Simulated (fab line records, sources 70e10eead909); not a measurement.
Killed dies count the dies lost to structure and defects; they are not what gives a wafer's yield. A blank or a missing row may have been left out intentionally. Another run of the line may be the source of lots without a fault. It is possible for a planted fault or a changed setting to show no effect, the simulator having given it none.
Which tool did it? -- flow nand_harc -- 7 lots (21 wafers sampled), 1 step of a 1302-step route

== WHAT THE GAUGES SHOWED, per wafer ==
NHARC_A_CHANNEL_FILL_D1_INSPECT_13.
lot,measured,on,raw_defect_count
L782,day 11 05:40,defect_inspect-02,452 207 285
L785,day 12 12:38,defect_inspect-01,488 683 475
L791,day 15 05:08,defect_inspect-01,528 412 745
L794,day 17 00:54,defect_inspect-02,579 296 359
L798,day 18 10:38,defect_inspect-01,190 190 193
L800,day 18 14:46,defect_inspect-02,317 517 1059
L802,day 19 14:31,defect_inspect-01,256 308 291

== WHAT TOOL EACH LOT RAN ON (gives the tool, then ch and the chambers of the sampled wafers, and finally the start) ==
No process step before these readings appears in the record.

== THE ANSWER, worked out from the rows above alone ==
Rule: the usual values come from the lots themselves. The widest of any qualifying gaps counts: lots, ordered by their means at a reading, are off when they make up no more than a third of the lots, leave a main group of 4 or more, and stand apart from it by 3 or more times the standard deviation of that group's means. Not used: any main group whose means are identical at the precision the tables above print for the reading. Also off: a lot with no number at a reading for which 4 or more lots have one. Any other lot the step has rows for is counted as sound.
No lot is off at any reading shown: from this, nothing can be told.

== WHAT THE SIMULATOR PUT IN ==
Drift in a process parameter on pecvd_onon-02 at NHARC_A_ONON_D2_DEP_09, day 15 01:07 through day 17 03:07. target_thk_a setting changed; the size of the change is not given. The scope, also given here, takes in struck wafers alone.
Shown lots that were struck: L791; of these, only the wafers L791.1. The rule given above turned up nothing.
